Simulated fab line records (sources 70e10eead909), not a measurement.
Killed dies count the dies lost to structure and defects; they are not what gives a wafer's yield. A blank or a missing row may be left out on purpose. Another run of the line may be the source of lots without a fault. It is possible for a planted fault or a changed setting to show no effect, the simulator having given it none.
fab line records	flow nandHarc
record: lots: 13	wafers: 37	lastDay: 33
route steps=1302 shown A_CHANNEL_HOLE_D1@474 A_CHANNEL_FILL_D1@493 A_ONON_D2@550 END@1302
lots that met no fault: from a run of the same line without faults
startH: start of the lot's first displayed wafer, in hours after the record's first day	waitH: hours from the lot's prior step to this one	" same as the row above	L1.1+2: a row that stands for several wafers	- no value present, or no start provided	* or withheld: withheld	< > ~ a bound
route shown NAME@n: NAME is a module with steps in the file, n the number in the route of the first one	usual: mean and standard deviation over wafers with no fault	same: alike in all rows	chamber/n: place in a boat	sites: the reading at each site	_std_site: the standard deviation of these	_edge_site: mean of outer sites minus mean of inner sites	radiusMm: for every site, how far away it sits from the centre of the wafer	mask NAME#n: copy n	behind: the most recent tool/chamber to have shaped the wafer	hold: why the lot was held/for how many hours/how that ended	device: the n, p or np transistor that did not switch	end of line: tests run on the same wafers once the route is complete	a step with no rows: only its recipe	killed: not the wafer's yield, but the dies lost to structure and defects at the first sort	map: the dies of a wafer, with x for killed, . for not killed, _ for no die there
set.NAME: setting as actually run; set.NAME@STEP: the setting as run at that earlier step	model.NAME: the simulator's own value behind a step, which no gauge read
route steps across a sampled set of lots; one table per step, one row per wafer
services: from which hour (startH, from the record's first day; less than 0 if before it) a tool's chamber was out of use, for how many hours, and why
== steps ==
step: NHARC_A_CHANNEL_HOLE_D1_ETCH_22
recipe: biasV: 3000	sourceW: withheld	pressureMtorr: 20	timeS: 666.7	arFlowSccm: 375	c4f8FlowSccm: 89.3	o2FlowSccm: 35.7	tempC: -20	targetDepthA: 16000	chemistry: C4F8/O2/Ar
usual: drypumpMotorCurrentA: 5.83/0.18	heBacksideLeakSccm: 6.5/0.84	showerheadPlenumPTorr: 3.59/0.15	throttleValvePct: 32.155/0.0086
lot.wafer	tool	chamber	startH	waitH	drypumpMotorCurrentA	heBacksideLeakSccm	rfHoursCounterH	showerheadPlenumPTorr	throttleValvePct
L278.1	harEtch-01	1	194.94	0.4	5.62	6.2	92	3.60	32.143
L278.2	"	0	"	"	6.04	6.0	92	3.52	32.169
L278.5	"	1	"	"	5.62	6.0	-	3.60	32.151
L279.1	harEtch-02	0	211.71	0.4	5.73	6.6	316	3.60	32.151
L279.4	"	0	"	"	5.71	6.5	-	3.60	32.169
L279.6	"	0	"	"	5.69	6.6	-	3.60	32.151
L280.4	harEtch-01	1	214.58	0.4	5.64	11.0	-	3.59	32.164
L280.5	"	0	"	"	6.08	5.7	-	3.52	32.176
L280.6	"	1	"	"	5.64	5.7	-	3.59	32.154
L281.1	harEtch-01	0	227.49	0.4	6.04	5.6	107	3.52	32.161
L281.2	"	1	"	"	5.64	6.1	107	3.59	32.158
L281.5	"	1	"	"	5.64	6.1	-	3.59	32.151
L282.2	harEtch-02	0	230.07	0.8	5.70	6.3	-	3.60	32.141
L282.3	"	0	"	"	5.71	6.6	-	3.60	32.160
L282.6	"	0	"	"	5.70	6.6	-	3.60	32.159
L283.1	harEtch-01	0	247.76	0.4	6.08	6.0	126	3.51	32.153
L283.4	"	0	"	"	6.05	6.0	-	3.51	32.150
L283.6	"	1	"	"	5.62	6.1	-	3.58	32.158
L285.2	harEtch-01	1	259.38	0.4	5.65	5.9	133	3.57	32.160
L285.1	"	0	"	"	6.04	5.7	133	3.50	32.153
L285.4	"	0	"	"	6.04	6.0	-	3.50	32.153
L286.2	harEtch-02	0	273.13	0.4	5.69	6.4	358	3.58	32.159
L286.3	"	0	"	"	5.70	6.6	-	3.58	32.155
L286.5	"	1	"	"	5.99	7.0	-	3.40	32.152
L287.3	harEtch-01	0	276.45	0.4	6.08	5.8	-	3.50	32.157
L287.6	"	0	"	"	6.06	5.6	-	3.50	32.158
L287.5	"	1	"	"	5.65	6.2	-	3.57	32.149
L289.1	harEtch-02	0	304.98	0.7	5.70	6.7	374	3.57	32.158
L289.3	"	0	"	"	5.71	6.6	-	3.57	32.139
L289.6	"	0	"	"	5.71	6.8	-	3.57	32.164
L292.4	harEtch-01	0	325.54	0.4	6.05	6.2	-	3.48	32.165
L292.3	"	1	"	"	5.63	6.0	-	3.55	32.159
L295.1	harEtch-02	0	357.75	0.4	5.68	7.0	411	3.55	32.145
L295.4	"	0	"	"	5.67	7.1	-	3.55	32.163
L299.1	harEtch-01	1	405.64	0.4	5.64	6.5	226	3.53	32.176
L299.3	"	1	"	"	5.65	6.5	-	3.53	32.157
L299.5	"	1	"	"	5.65	6.8	-	3.53	32.154
step: NHARC_A_CHANNEL_FILL_D1_ALD_03
recipe: targetThkA: 60	pulseTimeS: 60	aldCycles: 58	tempC: 630	pressureTorr: 2	material: SiNx
usual: precursorPulseHeightRel: 0.998/0.02
lot.wafer	tool	chamber	startH	waitH	precursorPulseHeightRel
L278.1	aldSinBatch-03	0	-	-	1.002
L278.2	"	0	"	"	1.005
L278.5	"	0	"	"	0.968
L279.1	aldSinBatch-01	0	-	-	1.027
L279.4	"	0	"	"	0.990
L279.6	"	0	"	"	0.979
L280.4	aldSinBatch-01	0	-	-	1.014
L280.5	"	0	"	"	1.005
L280.6	"	0	"	"	0.964
L281.1	aldSinBatch-03	0	-	-	1.014
L281.2	"	0	"	"	0.990
L281.5	"	0	"	"	0.981
L282.2	aldSinBatch-02	0	-	-	0.981
L282.3	"	0	"	"	1.027
L282.6	"	0	"	"	1.017
L283.1	aldSinBatch-02	0	-	-	0.997
L283.4	"	0	"	"	0.986
L283.6	"	0	"	"	1.016
L285.1	aldSinBatch-01	0	-	-	0.988
L285.2	"	0	"	"	1.007
L285.4	"	0	"	"	1.010
L286.2	aldSinBatch-03	0	-	-	1.042
L286.3	"	0	"	"	0.996
L286.5	"	0	"	"	0.966
L287.3	aldSinBatch-01	0	-	-	1.008
L287.5	"	0	"	"	1.037
L287.6	"	0	"	"	1.011
L289.1	aldSinBatch-01	0	-	-	0.975
L289.3	"	0	"	"	0.965
L289.6	"	0	"	"	1.028
L292.3	aldSinBatch-01	0	-	-	1.049
L292.4	"	0	"	"	1.006
L295.1	aldSinBatch-01	0	-	-	0.971
L295.4	"	0	"	"	0.998
L299.1	aldSinBatch-01	0	-	-	0.964
L299.3	"	0	"	"	0.960
L299.5	"	0	"	"	0.969
step: NHARC_A_ONON_D2_THK_MEAS_08
recipe: thkMeasGauge: ellipsometry
usual: thkNm: 1002/8.1
lot.wafer	tool	chamber	startH	waitH	thkNm
L278.1	filmMetro-01	-	299.86	-	1006
L278.2	"	-	"	"	1004
L278.5	"	-	"	"	1007
L279.1	filmMetro-01	-	310.61	-	991
L279.4	"	-	"	"	990
L279.6	"	-	"	"	993
L281.1	filmMetro-01	-	320.95	-	993
L281.2	"	-	"	"	993
L281.5	"	-	"	"	991
L280.4	filmMetro-01	-	321.09	-	1007
L280.5	"	-	"	"	1005
L280.6	"	-	"	"	1005
L282.2	filmMetro-01	-	334.42	-	1002
L282.3	"	-	"	"	1002
L282.6	"	-	"	"	1005
L283.1	filmMetro-01	-	341.99	-	1004
L283.4	"	-	"	"	1006
L283.6	"	-	"	"	1005
L285.1	filmMetro-01	-	353.57	-	1002
L285.2	"	-	"	"	1002
L285.4	"	-	"	"	1003
L286.2	filmMetro-01	-	367.13	-	993
L286.3	"	-	"	"	993
L286.5	"	-	"	"	992
L287.3	filmMetro-02	-	367.15	-	992
L287.5	"	-	"	"	993
L287.6	"	-	"	"	992
L289.1	filmMetro-02	-	399.98	-	1019
L289.3	"	-	"	"	1018
L289.6	"	-	"	"	1019
L292.3	filmMetro-01	-	415.16	-	1007
L292.4	"	-	"	"	1007
L295.1	filmMetro-01	-	446.54	-	1008
L295.4	"	-	"	"	1007
L299.1	filmMetro-01	-	493.73	-	1005
L299.3	"	-	"	"	1005
L299.5	"	-	"	"	1006
step: NHARC_A_ONON_D2_DEP_19
recipe: targetThkA: 10000	n2FlowSccm: 2750	n2oFlowSccm: 2000	nh3FlowSccm: 500	sih4FlowSccm: 210	tempC: 400
usual: nh3FlowSccm: 500.3/1.3	sih4FlowSccm: 209.9/0.6
lot.wafer	tool	chamber	startH	waitH	nh3FlowSccm	sih4FlowSccm
L278.1	pecvdOnon-04	0	308.76	0.1	502.4	209.0
L278.2	"	0	"	"	499.9	210.3
L278.5	"	0	"	"	501.4	209.9
L279.1	pecvdOnon-02	0	323.03	0.1	501.2	210.2
L279.4	"	0	"	"	500.0	210.2
L279.6	"	0	"	"	500.4	209.6
L281.1	pecvdOnon-04	0	329.90	0.1	500.1	211.0
L281.2	"	0	"	"	500.5	210.4
L281.5	"	0	"	"	500.8	209.4
L280.4	pecvdOnon-01	0	330.08	0.2	499.2	209.4
L280.5	"	0	"	"	501.2	210.4
L280.6	"	0	"	"	500.4	210.2
L282.2	pecvdOnon-02	0	343.41	0.1	499.9	211.3
L282.3	"	0	"	"	502.4	209.8
L282.6	"	0	"	"	500.9	211.3
L283.1	pecvdOnon-04	0	351.15	0.1	501.1	209.2
L283.4	"	0	"	"	502.2	210.7
L283.6	"	0	"	"	501.0	209.6
L285.1	pecvdOnon-01	0	362.90	0.1	500.6	210.2
L285.2	"	0	"	"	499.4	209.2
L285.4	"	0	"	"	498.8	210.0
L286.2	pecvdOnon-01	0	375.76	0.1	499.9	210.0
L286.3	"	0	"	"	498.5	210.0
L286.5	"	0	"	"	501.1	209.5
L287.3	pecvdOnon-04	0	375.82	0.2	500.4	210.3
L287.5	"	0	"	"	499.8	208.5
L287.6	"	0	"	"	500.3	211.1
L289.1	pecvdOnon-02	0	411.98	0.1	500.7	209.8
L289.3	"	0	"	"	502.1	209.9
L289.6	"	0	"	"	499.0	209.3
L292.3	pecvdOnon-02	0	423.84	0.2	497.2	210.2
L292.4	"	0	"	"	501.2	210.6
L295.1	pecvdOnon-02	0	455.12	0.1	502.3	209.4
L295.4	"	0	"	"	500.3	209.5
L299.1	pecvdOnon-01	0	502.75	0.1	499.5	209.6
L299.3	"	0	"	"	501.0	210.0
L299.5	"	0	"	"	501.5	210.2
step: NHARC_A_ONON_D2_THK_MEAS_21
recipe: thkMeasGauge: ellipsometry
usual: thkNm: 1001/9.5
lot.wafer	tool	chamber	startH	waitH	thkNm
L278.1	filmMetro-01	-	309.27	-	997
L278.2	"	-	"	"	998
L278.5	"	-	"	"	997
L279.1	filmMetro-02	-	323.54	-	998
L279.4	"	-	"	"	1000
L279.6	"	-	"	"	999
L281.1	filmMetro-02	-	330.41	-	1010
L281.2	"	-	"	"	1009
L281.5	"	-	"	"	1009
L280.4	filmMetro-01	-	330.41	-	989
L280.5	"	-	"	"	988
L280.6	"	-	"	"	989
L282.2	filmMetro-02	-	343.86	-	1002
L282.3	"	-	"	"	1003
L282.6	"	-	"	"	1002
L283.1	filmMetro-02	-	351.66	-	998
L283.4	"	-	"	"	998
L283.6	"	-	"	"	998
L285.1	filmMetro-02	-	363.41	-	1000
L285.2	"	-	"	"	1002
L285.4	"	-	"	"	1003
L287.3	filmMetro-01	-	376.21	-	1011
L287.5	"	-	"	"	1011
L287.6	"	-	"	"	1011
L286.2	filmMetro-01	-	376.22	-	1001
L286.3	"	-	"	"	1001
L286.5	"	-	"	"	1003
L289.1	filmMetro-01	-	412.48	-	1005
L289.3	"	-	"	"	1002
L289.6	"	-	"	"	1003
L292.3	filmMetro-01	-	424.24	-	1520
L292.4	"	-	"	"	1000
L295.1	filmMetro-01	-	455.63	-	1533
L295.4	"	-	"	"	1013
L299.1	filmMetro-02	-	503.26	-	1016
L299.3	"	-	"	"	1019
L299.5	"	-	"	"	1018
step: NHARC_END_SORT_01
recipe: tempC: 25
usual: killedAtArray: 59/20	killedAtOther: 0.8/1	killedAtPeriphery: 3.2/2.1	killedDies: 63/21	killedOpen: 3.0/1.9	killedShort: 2.3/1.5
same: grossDies: 677
lot.wafer	tool	chamber	startH	waitH	killedAtArray	killedAtOther	killedAtPeriphery	killedDies	killedOpen	killedShort
L292.3	prober-01	0	710.85	3.1	675	0	2	677	3	2
L292.4	prober-01	0	711.64	3.4	23	0	2	25	4	0
L295.1	prober-01	0	744.17	2.5	674	0	3	677	1	6
L295.4	prober-01	0	746.59	3.4	83	0	5	88	2	3
killed by level:class
L292.3 A_ONON_D2:areaDep=654 A_CHANNEL_HOLE_D1:chamberFilmFlake=8 A_SLIT:chamberFilmFlake=5 A_ONON_D2:geometricParticle:short=2 A_CONTACT:chamberFilmFlake=2 P_CONTACT:geometricParticle:open=1 A_CHANNEL_HOLE_D2:geometricParticle:open=1 A_M0:geometricParticle:open=1
L292.4 A_CHANNEL_HOLE_D1:chamberFilmFlake=12 A_SLIT:chamberFilmFlake=6 P_CONTACT:geometricParticle:open=1 P_M0:geometricParticle:open=1 A_CHANNEL_FILL_D1:geometricParticle:open=1 A_SGD_CUT:geometricParticle:open=1 A_CHANNEL_FILL_D1:chamberFilmFlake=1 A_DECK1_JOINT:chamberFilmFlake=1
L295.1 A_ONON_D2:areaDep=585 A_SLIT:chamberFilmFlake=32 A_CHANNEL_HOLE_D2:chamberFilmFlake=24 A_CHANNEL_HOLE_D1:chamberFilmFlake=19 A_SGD_CUT:geometricParticle:short=3 A_CONTACT:chamberFilmFlake=3 A_ZERO_WELL:chamberFilmFlake=2 P_M0:geometricParticle:short=1
L295.4 A_CHANNEL_HOLE_D1:chamberFilmFlake=28 A_CHANNEL_HOLE_D2:chamberFilmFlake=25 A_SLIT:chamberFilmFlake=21 A_CONTACT:chamberFilmFlake=3 P_BONDPAD:chamberFilmFlake=2 P_CONTACT:geometricParticle:short=1 P_M1:geometricParticle:open=1 A_CHANNEL_FILL_D1:geometricParticle:short=1
== services ==
tool	chamber	startH	hours	kind
pecvdOnon-02	-	185.53	13.0	pm
harEtch-02	1	228.14	-	consumableReplace:focusRing
harEtch-02	1	228.14	17.0	scheduledDown
harEtch-02	1	228.14	17.0	ventCycle
pecvdOnon-01	-	269.00	13.0	pm
aldSinBatch-02	-	269.03	26.0	pm
harEtch-02	1	302.87	-	consumableReplace:showerhead
harEtch-02	1	302.87	17.0	scheduledDown
harEtch-02	1	302.87	17.0	ventCycle
pecvdOnon-04	-	311.46	13.0	pm
pecvdOnon-02	-	327.18	0.1	repair
pecvdOnon-02	-	366.53	13.0	pm
harEtch-02	-	377.00	17.0	pm
harEtch-02	0	377.00	17.0	ventCycle
harEtch-02	1	377.00	17.0	ventCycle
harEtch-02	0	394.00	-	clean
harEtch-02	0	394.00	-	consumableReplace:focusRing
harEtch-02	0	394.00	-	consumableReplace:showerhead
harEtch-02	1	394.00	-	clean
harEtch-02	1	394.00	-	consumableReplace:esc
pecvdOnon-01	-	450.00	13.0	pm
pecvdOnon-02	-	464.77	2.9	repair
pecvdOnon-04	-	492.60	13.0	pm
== key ==
firstSign: step: NHARC_A_ONON_D2_THK_MEAS_21	reading: thkNm	direction: up	sigmas: 56	usual: 1001	struck: 1527
effect: step: NHARC_END_SORT_01	reading: killedAtArray	direction: up	sigmas: 30	usual: 59	struck: 674
moreKillsBornAt: NHARC_A_ONON_D2_DEP_19@pecvdOnon-02: 1239
metAt NHARC_A_ONON_D2_DEP_19
struckLots L292,L295
struckWafers L292.3,L295.1
laterRowsLeftOut L292.3,L295.1
testerLeftOut L292,L295
notActingAt NHARC_A_CHANNEL_HOLE_D1_ETCH_22,NHARC_A_CHANNEL_FILL_D1_ALD_03,NHARC_A_ONON_D2_THK_MEAS_08
onsetBetween 411.98 423.84
fault: kind: processParameterDrift	tool: pecvdOnon-02	chamber: -	onsetH: 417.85	steps: NHARC_A_ONON_D2_DEP_19	channel: targetThkA	offset: *	shape: step	endH: 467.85	scope: struckWafersOnly	actsIn: *	stated: *
testerLeftOut: of these lots the tester's yield and bins aren't shown, on N5 and GAA mostly nor the transistor test; their killed dies are dies lost to structure and defects alone, not to doping, threshold or leakage, so they don't give the yield
laterRowsLeftOut: the simulator's readings of these wafers behind a module that went badly wrong aren't trusted and aren't shown, but for the sort
